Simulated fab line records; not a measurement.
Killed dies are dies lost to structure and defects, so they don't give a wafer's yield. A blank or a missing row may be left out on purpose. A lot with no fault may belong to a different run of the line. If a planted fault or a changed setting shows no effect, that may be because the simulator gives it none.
Matching of chambers -- flow n5Finfet -- 4 sister chambers for N5_HKMG_FIN_ALD_79 on aldMetal-01
The step deposits TiN, target thk 1.5 nm, pulse time 1 s, purge time 3 s. 8 wafers are shown with their chamber, then 8 later ones without.

== WAFERS, EACH WITH ITS CHAMBER ==
wafer,chamber,heaterPowerW (W),chamberPressureTorr (Torr)
L076.2,1,906,2.992
L081.1,2,931,2.990
L081.3,1,899,2.982
L081.6,3,761,3.015
L087.2,2,958,3.007
L087.3,0,745,2.997
L087.5,0,774,2.993
L093.1,3,751,3.004

== WAFERS WITH NO CHAMBER GIVEN ==
wafer,heaterPowerW (W),chamberPressureTorr (Torr)
L093.3,780,3.005
L093.5,751,2.998
L096.1,736,2.992
L096.2,958,3.008
L096.3,737,3.005
L095.1,956,2.994
L095.2,746,3.001
L095.4,891,2.999

== WHICH CHAMBER EACH WENT THROUGH ==
wafer,from the rows above,in truth
L093.3,can't be placed: 3 or 0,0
L093.5,can't be placed: 0 or 3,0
L096.1,can't be placed: 0 or 3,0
L096.2,2,2
L096.3,can't be placed: 3 or 0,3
L095.1,2,2
L095.2,can't be placed: 0 or 3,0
L095.4,can't be placed: 1 or 2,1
Correctly placed: 2 of 8. Unplaceable from these rows: 6, with the true chamber sitting among the candidates in 6. 0 placed wrongly.
How it was worked out, from the rows above alone: a wafer's distance from a chamber is the root of the sum, over the readings, of the square of ((its reading less the chamber's mean) divided by the reading's scatter). The wafer belongs to the nearest chamber; if the next one is less than 2 further off, it can't be placed. The mean given for a chamber averages the wafers shown for that chamber. The scatter: take each reading less its chamber's mean, square it, sum over the shown wafers, divide by the number of wafers less the number of chambers, and take the root.
